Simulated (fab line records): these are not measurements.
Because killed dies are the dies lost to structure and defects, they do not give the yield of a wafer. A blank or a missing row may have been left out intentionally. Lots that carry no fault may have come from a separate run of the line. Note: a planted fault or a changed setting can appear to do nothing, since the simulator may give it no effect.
fab line records -- flow nand-harc
record lots=5, wafers=15, last-day=23
route steps=1159 shown A_M1@1028 END@1159
lots with no fault: from the same line, run without faults
start-h: start of the lot's first displayed wafer, in hours after the record's first day -- wait-h: hours since the lot's step before -- " unchanged from the row above -- L1.1+2: several wafers, shown together as one row -- - no value, or no start given -- * or withheld: withheld -- < > ~ a bound
route shown NAME@n: a module of which the file shows steps, and the number in the route of the first -- usual: mean/standard deviation taken from wafers without a fault -- same: alike in all rows -- chamber/n: place in a boat -- sites: each site's reading -- _std_site: the standard deviation of these -- _edge_site: the outer-site mean with the inner-site mean subtracted -- radius-mm: for every site, how far away it sits from the centre of the wafer -- mask NAME#n: copy n -- behind: the tool/chamber that last shaped the wafer -- hold: why the lot went on hold/how many hours it stayed there/how the hold came to an end -- device: the n, p or np transistor that did not switch -- end of line: the tests these same wafers got at the end of their route -- a step given without rows: its recipe and nothing more -- killed: dies that structure and defects cost at the first sort, which is not the same as the wafer's yield -- map: dies across one wafer; x = killed, . = not, _ = none there
set.NAME: the run value of the setting; set.NAME@STEP: its run value at that earlier step -- model.NAME: the simulator's own value behind a step, which no gauge read
lots seen at some steps along the route; tables by step, rows by wafer
services: from which hour (start-h, from the record's first day; less than 0 if before it) a tool's chamber was out of use, for how many hours, and why
## steps
# step NHARC_A_M1_HMDS_02
# recipe time-s=30
# step NHARC_A_M1_COAT_34
# recipe temp-c=200, time-s=65
# step NHARC_A_M1_COAT_03
# recipe spin-rpm=1500, resist-thk-nm=90
# step NHARC_A_M1_SOFTBAKE_04
# recipe temp-c=105, time-s=55
# step NHARC_A_M1_EBR_05
# step NHARC_A_M1_EXPOSE_06
# recipe na=1.35, target-cd-nm=120, dose-mj=75.13, mask-id=A_M1
# step NHARC_A_M1_PEB_07
# recipe peb-temp-c=100, peb-time-s=65
# step NHARC_A_M1_DEVELOP_08
# recipe develop-time-s=35, dev-temp-c=23
# step NHARC_A_M1_CD_MEAS_09
# recipe target-cd-nm=120, landing-energy-ev=500
# usual cd-nm=120.0/0.58
# same landing-energy-ev=500
lot.wafer,tool,chamber,start-h,wait-h,cd-nm
L663.1,cd-sem-03,0,406.83,-,119.5
L663.3,cd-sem-03,0,406.83,-,120.3
L663.5,cd-sem-03,0,406.83,-,120.0
L671.1,cd-sem-01,0,451.72,-,119.9
L671.3,cd-sem-01,0,451.72,-,119.6
L671.6,cd-sem-01,0,451.72,-,120.0
L673.2,cd-sem-01,0,486.79,-,120.0
L673.4,cd-sem-01,0,486.79,-,120.5
L673.5,cd-sem-01,0,486.79,-,120.7
L676.1,cd-sem-03,0,502.33,-,119.4
L676.2,cd-sem-03,0,502.33,-,119.4
L676.6,cd-sem-03,0,502.33,-,119.6
L681.1,cd-sem-02,0,520.33,-,120.2
L681.5,cd-sem-02,0,520.33,-,120.4
L681.6,cd-sem-02,0,520.33,-,120.5
# step NHARC_A_M1_OVL_MEAS_10
# recipe pitch-nm=240
# usual overlay-x-nm=0.1/0.96, overlay-y-nm=-0.3/0.85
lot.wafer,tool,chamber,start-h,wait-h,overlay-x-nm,overlay-y-nm
L663.1,overlay-01,-,406.92,-,-0.6,0.2
L663.3,overlay-01,-,406.92,-,-0.2,0.9
L663.5,overlay-01,-,406.92,-,0.0,0.5
L671.1,overlay-02,-,451.81,-,0.0,0.0
L671.3,overlay-02,-,451.81,-,-0.3,-0.4
L671.6,overlay-02,-,451.81,-,-0.1,-0.7
L673.2,overlay-01,-,486.88,-,2.1,-1.2
L673.4,overlay-01,-,486.88,-,1.4,-1.1
L673.5,overlay-01,-,486.88,-,1.3,-1.7
L676.1,overlay-01,-,502.43,-,0.5,0.5
L676.2,overlay-01,-,502.43,-,0.7,-0.3
L676.6,overlay-01,-,502.43,-,-0.2,-0.2
L681.1,overlay-02,-,520.42,-,0.2,-1.2
L681.5,overlay-02,-,520.42,-,0.2,-1.7
L681.6,overlay-02,-,520.42,-,0.1,-1.3
# step NHARC_A_M1_INSPECT_11
# usual raw-defect-count=30/14
lot.wafer,tool,chamber,start-h,wait-h,raw-defect-count
L663.1,defect-inspect-02,-,406.96,0.0,40
L663.3,defect-inspect-02,-,406.96,0.0,61
L663.5,defect-inspect-02,-,406.96,0.0,41
L671.1,defect-inspect-02,-,451.84,0.0,14
L671.3,defect-inspect-02,-,451.84,0.0,19
L671.6,defect-inspect-02,-,451.84,0.0,29
L673.2,defect-inspect-02,-,486.91,0.0,18
L673.4,defect-inspect-02,-,486.91,0.0,20
L673.5,defect-inspect-02,-,486.91,0.0,23
L676.1,defect-inspect-02,-,502.46,0.0,41
L676.2,defect-inspect-02,-,502.46,0.0,42
L676.6,defect-inspect-02,-,502.46,0.0,31
L681.1,defect-inspect-01,-,520.45,0.0,51
L681.5,defect-inspect-01,-,520.45,0.0,58
L681.6,defect-inspect-01,-,520.45,0.0,48
# step NHARC_A_M1_DESCUM_14
# recipe time-s=3, o2-flow-sccm=200, ar-flow-sccm=0, bias-power-w=0, chemistry=O2
# usual drypump-motor-current-A=6.01/0.3, oes-product-au=0.999/0.0072, rf-vpp-V=58.0/0.85, showerhead-plenum-p-Torr=1.94/0.064, throttle-valve-pct=11.313/0.009
lot.wafer,tool,chamber,start-h,wait-h,drypump-motor-current-A,oes-product-au,rf-hours-counter-h,rf-vpp-V,showerhead-plenum-p-Torr,throttle-valve-pct
L663.3,rie-diel-02,1,407.02,0.1,6.13,0.999,2,59.2,1.98,11.304
L663.1,rie-diel-02,3,407.02,0.1,6.67,0.990,2,59.1,1.84,11.309
L663.5,rie-diel-02,2,407.02,0.1,5.50,0.995,-,58.0,1.98,11.307
L671.3,rie-diel-02,2,451.93,0.1,5.54,1.003,2,58.4,1.98,11.314
L671.1,rie-diel-02,3,451.93,0.1,6.65,1.006,3,57.2,1.84,11.317
L671.6,rie-diel-02,0,451.93,0.1,5.74,0.998,-,57.8,1.89,11.329
L673.2,rie-diel-02,3,486.97,0.1,6.58,1.015,3,59.1,1.84,11.304
L673.4,rie-diel-02,1,486.97,0.1,6.14,1.009,4,58.2,1.98,11.295
L673.5,rie-diel-02,3,486.97,0.1,6.62,0.997,-,56.6,1.84,11.314
L676.1,rie-diel-02,1,502.54,0.1,6.13,0.998,4,57.7,1.98,11.296
L676.2,rie-diel-02,2,502.54,0.1,5.51,0.992,4,57.2,1.98,11.308
L676.6,rie-diel-02,0,502.54,0.1,5.73,0.994,-,58.1,1.89,11.315
L681.1,rie-diel-02,2,520.53,0.1,5.51,0.990,0,57.2,1.98,11.315
L681.6,rie-diel-02,1,520.53,0.1,6.14,1.004,-,57.4,1.98,11.323
L681.5,rie-diel-02,2,520.53,0.1,5.52,0.998,-,58.5,1.98,11.326
# step NHARC_A_M1_ETCH_35
# recipe target-depth-a=400, overetch-a=120, time-s=43.94, ion-energy-ev=200, n2-flow-sccm=150, h2-flow-sccm=150, ar-flow-sccm=0, rf-w=400, bias-w=150, chemistry=N2/H2
# usual drypump-motor-current-A=6.01/0.3, oes-product-au=1.001/0.0064, rf-fwd-power-W=395.5/1.4, rf-vpp-V=431.4/2.1, run-length-s=65.2/0.49, showerhead-plenum-p-Torr=2.07/0.07, throttle-valve-pct=14.172/0.009
lot.wafer,tool,chamber,start-h,wait-h,drypump-motor-current-A,oes-product-au,rf-fwd-power-W,rf-hours-counter-h,rf-vpp-V,run-length-s,showerhead-plenum-p-Torr,throttle-valve-pct
L663.3,rie-diel-02,1,407.11,0.1,6.12,1.003,395.1,2,433.6,65.8,2.11,14.166
L663.1,rie-diel-02,2,407.11,0.1,5.52,1.009,394.7,2,432.1,65.1,2.11,14.185
L663.5,rie-diel-02,0,407.11,0.1,5.74,1.008,396.4,-,430.7,65.4,2.02,14.182
L671.1,rie-diel-02,1,452.00,0.1,6.13,1.006,393.5,3,433.1,65.7,2.11,14.182
L671.3,rie-diel-02,0,452.00,0.1,5.73,1.003,397.3,3,429.8,65.3,2.02,14.163
L671.6,rie-diel-02,1,452.00,0.1,6.13,1.010,392.2,-,433.1,65.9,2.11,14.169
L673.2,rie-diel-02,0,487.06,0.1,5.76,1.006,394.3,3,430.1,65.1,2.02,14.166
L673.4,rie-diel-02,1,487.06,0.1,6.11,1.008,393.2,4,432.7,65.6,2.11,14.193
L673.5,rie-diel-02,0,487.06,0.1,5.77,0.993,392.5,-,430.0,65.3,2.02,14.169
L676.2,rie-diel-02,3,502.61,0.1,6.63,0.996,395.6,3,428.8,64.5,1.96,14.168
L676.1,rie-diel-02,2,502.61,0.1,5.50,0.995,396.6,4,433.4,65.2,2.11,14.169
L676.6,rie-diel-02,3,502.61,0.1,6.62,1.004,393.9,-,429.4,65.1,1.96,14.180
L681.1,rie-diel-02,0,520.61,0.1,5.74,0.989,-,0,431.2,55.8,2.02,14.172
L681.6,rie-diel-02,3,520.61,0.1,6.62,0.993,395.4,-,429.7,64.6,1.96,14.170
L681.5,rie-diel-02,0,520.61,0.1,5.73,0.988,-,-,429.7,55.7,2.02,14.185
# step NHARC_A_M1_ETCH_15
# recipe target-depth-a=1825, time-s=91.2, c4f8-flow-sccm=withheld, ar-flow-sccm=400, rf-w=600, bias-w=300, chemistry=C4F8/Ar
# usual oes-product-au=0.959/0.018, rf-fwd-power-W=596.4/2, rf-vpp-V=441.6/2.1, run-length-s=112.5/0.48
lot.wafer,tool,chamber,start-h,wait-h,oes-product-au,rf-fwd-power-W,rf-hours-counter-h,rf-vpp-V,run-length-s
L663.3,rie-diel-02,2,-,-,0.961,596.8,2,442.5,112.6
L663.1,rie-diel-02,0,-,-,0.986,596.6,2,440.2,112.4
L663.5,rie-diel-02,3,-,-,0.980,598.5,-,439.2,112.0
L671.1,rie-diel-02,3,-,-,0.982,597.5,3,439.1,111.8
L671.3,rie-diel-02,0,-,-,0.968,599.2,3,440.7,112.5
L671.6,rie-diel-02,2,-,-,0.988,594.7,-,441.7,112.4
L673.2,rie-diel-02,3,-,-,0.928,596.6,3,439.1,112.2
L673.4,rie-diel-02,1,-,-,0.924,596.5,4,443.0,113.4
L673.5,rie-diel-02,3,-,-,0.923,595.9,-,437.0,111.8
L676.1,rie-diel-02,1,-,-,0.981,591.9,4,443.6,113.2
L676.2,rie-diel-02,3,-,-,0.969,594.6,4,437.9,111.7
L676.6,rie-diel-02,1,-,-,0.985,592.9,-,441.6,113.1
L681.1,rie-diel-02,3,-,-,0.990,596.6,0,439.5,112.2
L681.5,rie-diel-02,0,-,-,0.964,596.8,-,441.0,112.4
L681.6,rie-diel-02,1,-,-,0.957,595.0,-,444.1,112.9
# step NHARC_END_SORT_01
# recipe temp-c=25
# usual defect-limited-yield=95.6/1.7, killed-at-array=27/11, killed-at-other=0.7/0.93, killed-at-periphery=2.9/1.9, killed-dies=30/11, killed-open=3.1/1.7, killed-short=1.9/1.3, sort_bin_2_pct=1.4/0.68, sort_bin_3_pct=0.28/0.25, sort_bin_4_pct=2.8/1.1, sort-n-pass=647/11, sort-rim-yield-pct=95.4/2.7, sort-yield-pct=95.6/1.7
# same gross-dies=677, sort_bin_5_pct[%]=0, sort_bin_6_pct[%]=0, sort_bin_7_pct[%]=0, sort_bin_8_pct[%]=0, sort-rim-n-gross=106.00
lot.wafer,tool,chamber,start-h,wait-h,defect-limited-yield[%],killed-at-array,killed-at-other,killed-at-periphery,killed-dies,killed-open,killed-short,sort_bin_2_pct[%],sort_bin_3_pct[%],sort_bin_4_pct[%],sort-n-pass,sort-rim-yield-pct[%],sort-yield-pct[%]
L663.1,prober-01,0,444.39,2.5,94.7,31,0,5,36,3,0,1.6,0.59,3.1,641,94.3,94.7
L663.3,prober-01,0,445.99,3.1,91.3,54,0,5,59,8,3,2.8,0.30,5.6,618,90.6,91.3
L663.5,prober-01,0,447.58,3.7,93.6,38,0,5,43,1,3,2.1,0.44,3.8,634,88.7,93.6
L671.1,prober-02,0,488.82,2.5,97.0,17,2,1,20,2,1,0.4,0.30,2.2,657,99.1,97.0
L671.3,prober-02,0,490.43,3.1,96.3,23,0,2,25,4,2,1.2,0,2.5,652,96.2,96.3
L671.6,prober-02,0,492.85,4.0,95.9,26,0,2,28,3,2,1.0,0.15,3.0,649,96.2,95.9
L673.2,prober-01,0,523.82,2.8,97.0,20,0,0,20,4,2,0.9,0.30,1.8,657,100.0,97.0
L673.4,prober-01,0,525.44,3.4,96.5,22,0,2,24,5,3,0.6,0.15,2.8,653,97.2,96.5
L673.5,prober-01,0,526.25,3.7,96.3,23,0,2,25,3,2,1.5,0.30,1.9,652,97.2,96.3
L676.1,prober-01,0,534.43,2.4,95.1,27,1,5,33,3,2,1.6,0.44,2.8,644,91.5,95.1
L676.2,prober-01,0,535.22,2.7,94.2,34,3,2,39,5,2,3.0,0.15,2.7,638,95.3,94.2
L676.6,prober-01,0,538.38,4.0,96.2,22,0,4,26,1,3,1.0,0.15,2.7,651,93.4,96.2
L681.1,prober-02,0,557.40,2.5,92.5,45,1,5,51,5,2,1.9,0.15,5.5,626,95.3,92.5
L681.5,prober-02,0,560.63,3.7,92.2,51,0,2,53,4,1,3.0,0.59,4.3,624,93.4,92.2
L681.6,prober-02,0,561.44,4.0,92.6,45,1,4,50,2,2,1.9,0.15,5.3,627,91.5,92.6
# killed by level:class
L663.1 A_CHANNEL_HOLE_D1:chamber-film-flake=15 A_SLIT:chamber-film-flake=8 A_STAIRCASE:chamber-film-flake=7 P_STI:chamber-film-flake=3 P_CONTACT:geometric-particle:open=1 P_M0:geometric-particle:open=1 A_CONTACT:geometric-particle:open=1
L663.3 A_CHANNEL_HOLE_D1:chamber-film-flake=26 A_SLIT:chamber-film-flake=12 A_STAIRCASE:chamber-film-flake=5 A_WL_FILL:geometric-particle:open=2 A_M0:geometric-particle:open=2 P_GATE:chamber-film-flake=2 A_CONTACT:chamber-film-flake=2 P_GATE:geometric-particle:open=1
L663.5 A_CHANNEL_HOLE_D1:chamber-film-flake=17 A_SLIT:chamber-film-flake=11 P_GATE:chamber-film-flake=3 A_STAIRCASE:chamber-film-flake=3 A_CONTACT:chamber-film-flake=3 P_STI:chamber-film-flake=2 A_ONON_D1:geometric-particle:short=1 A_CHANNEL_FILL_D1:geometric-particle:short=1
L671.1 A_STAIRCASE:chamber-film-flake=6 A_CONTACT:chamber-film-flake=4 A_CHANNEL_HOLE_D1:chamber-film-flake=2 A_SLIT:chamber-film-flake=2 THIN_TSV:chamber-film-flake=2 P_CONTACT:geometric-particle:open=1 A_CHANNEL_FILL_D1:geometric-particle:short=1 A_SGD_CUT:geometric-particle:open=1
L671.3 A_STAIRCASE:chamber-film-flake=8 A_CHANNEL_HOLE_D1:chamber-film-flake=4 A_SLIT:chamber-film-flake=4 A_ONON_D1:geometric-particle:short=2 A_CONTACT:chamber-film-flake=2 P_GATE:geometric-particle:open=1 A_CHANNEL_FILL_D1:geometric-particle:open=1 A_SGD_CUT:geometric-particle:open=1
L671.6 A_STAIRCASE:chamber-film-flake=7 A_CONTACT:chamber-film-flake=7 A_SLIT:chamber-film-flake=5 A_CHANNEL_HOLE_D1:chamber-film-flake=3 A_CHANNEL_FILL_D1:geometric-particle:open=2 P_M2:geometric-particle:short=1 A_WL_FILL:geometric-particle:short=1 A_CONTACT:geometric-particle:open=1
L673.2 A_CHANNEL_HOLE_D1:chamber-film-flake=5 A_STAIRCASE:chamber-film-flake=4 A_ZERO_WELL:chamber-film-flake=3 A_CONTACT:geometric-particle:open=2 A_CHANNEL_FILL_D1:geometric-particle:short=1 A_WL_FILL:geometric-particle:open=1 A_CONTACT:geometric-particle:short=1 A_BLC:geometric-particle:open=1
L673.4 A_CHANNEL_HOLE_D1:chamber-film-flake=6 A_ZERO_WELL:chamber-film-flake=3 A_STAIRCASE:chamber-film-flake=3 A_CONTACT:chamber-film-flake=3 P_M0:geometric-particle:open=1 A_ONON_D1:geometric-particle:short=1 A_CHANNEL_HOLE_D1:geometric-particle:short=1 A_CHANNEL_FILL_D1:geometric-particle:short=1
L673.5 A_STAIRCASE:chamber-film-flake=9 A_CHANNEL_HOLE_D1:chamber-film-flake=5 A_CHANNEL_FILL_D1:geometric-particle:short=2 P_M1:chamber-film-flake=2 A_ZERO_WELL:chamber-film-flake=2 A_ONON_D1:geometric-particle:open=1 A_CONTACT:geometric-particle:open=1 A_M1:geometric-particle:open=1
L676.1 A_CHANNEL_HOLE_D1:chamber-film-flake=18 A_CONTACT:chamber-film-flake=6 P_STI:chamber-film-flake=2 P_M0:geometric-particle:open=1 P_M0:geometric-particle:short=1 P_M2:geometric-particle:open=1 A_CHANNEL_FILL_D1:geometric-particle:open=1 A_CONTACT:geometric-particle:short=1
L676.2 A_CHANNEL_HOLE_D1:chamber-film-flake=21 A_CONTACT:chamber-film-flake=3 THIN_TSV:chamber-film-flake=3 A_CHANNEL_FILL_D1:geometric-particle:open=2 A_CHANNEL_FILL_D1:chamber-film-flake=2 P_STI:geometric-particle:short=1 P_CONTACT:geometric-particle:open=1 A_CHANNEL_HOLE_D1:geometric-particle:open=1
L676.6 A_CHANNEL_HOLE_D1:chamber-film-flake=16 A_CONTACT:chamber-film-flake=5 P_M0:geometric-particle:short=2 P_GATE:geometric-particle:short=1 P_M1:geometric-particle:open=1 A_ZERO_WELL:chamber-film-flake=1
L681.1 A_CHANNEL_HOLE_D1:chamber-film-flake=16 A_SLIT:chamber-film-flake=12 A_CONTACT:chamber-film-flake=6 A_CHANNEL_FILL_D1:chamber-film-flake=4 P_BONDPAD:chamber-film-flake=2 A_WL_FILL:chamber-film-flake=2 P_CONTACT:geometric-particle:open=1 P_M0:geometric-particle:short=1
L681.5 A_SLIT:chamber-film-flake=20 A_CHANNEL_HOLE_D1:chamber-film-flake=17 A_CONTACT:chamber-film-flake=7 A_ONON_D1:geometric-particle:open=2 A_CHANNEL_FILL_D1:chamber-film-flake=2 A_M1:chamber-film-flake=2 P_M0:geometric-particle:open=1 P_M2:geometric-particle:open=1
L681.6 A_CHANNEL_HOLE_D1:chamber-film-flake=13 A_SLIT:chamber-film-flake=11 A_CHANNEL_FILL_D1:chamber-film-flake=9 A_CONTACT:chamber-film-flake=7 A_M1:chamber-film-flake=2 P_M1:geometric-particle:open=1 A_ONON_D1:geometric-particle:short=1 A_M0:geometric-particle:short=1
## services
tool,chamber,start-h,hours,kind
rie-diel-02,0,385.70,-,clean
rie-diel-02,1,385.70,-,clean
rie-diel-02,2,385.70,-,clean
rie-diel-02,3,385.70,-,clean
rie-diel-02,0,410.21,-,clean
rie-diel-02,1,410.21,-,clean
rie-diel-02,2,410.21,-,clean
rie-diel-02,3,410.21,-,clean
rie-diel-02,0,434.71,-,clean
rie-diel-02,1,434.71,-,clean
rie-diel-02,2,434.71,-,clean
rie-diel-02,3,434.71,-,clean
rie-diel-02,0,459.21,-,clean
rie-diel-02,1,459.21,-,clean
rie-diel-02,2,459.21,-,clean
rie-diel-02,3,459.21,-,clean
rie-diel-02,0,483.71,-,clean
rie-diel-02,1,483.71,-,clean
rie-diel-02,2,483.71,-,clean
rie-diel-02,3,483.71,-,clean
rie-diel-02,-,504.70,9.0,pm
rie-diel-02,0,504.70,9.0,vent-cycle
rie-diel-02,1,504.70,9.0,vent-cycle
rie-diel-02,2,504.70,9.0,vent-cycle
## key
first-sign step=NHARC_A_M1_ETCH_35, reading=run-length-s, direction=down, sigmas=20, usual=*, struck=*
effect none on later readings
met-at NHARC_A_M1_ETCH_35
struck-wafers L681.1,L681.5
onset-between 487.06 520.61
fault kind=process-parameter-drift, tool=rie-diel-02, chamber=0, onset-h=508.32, steps=NHARC_A_M1_ETCH_35, channel=time-s, offset=*, shape=step, end-h=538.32, acts-in=*, stated=*
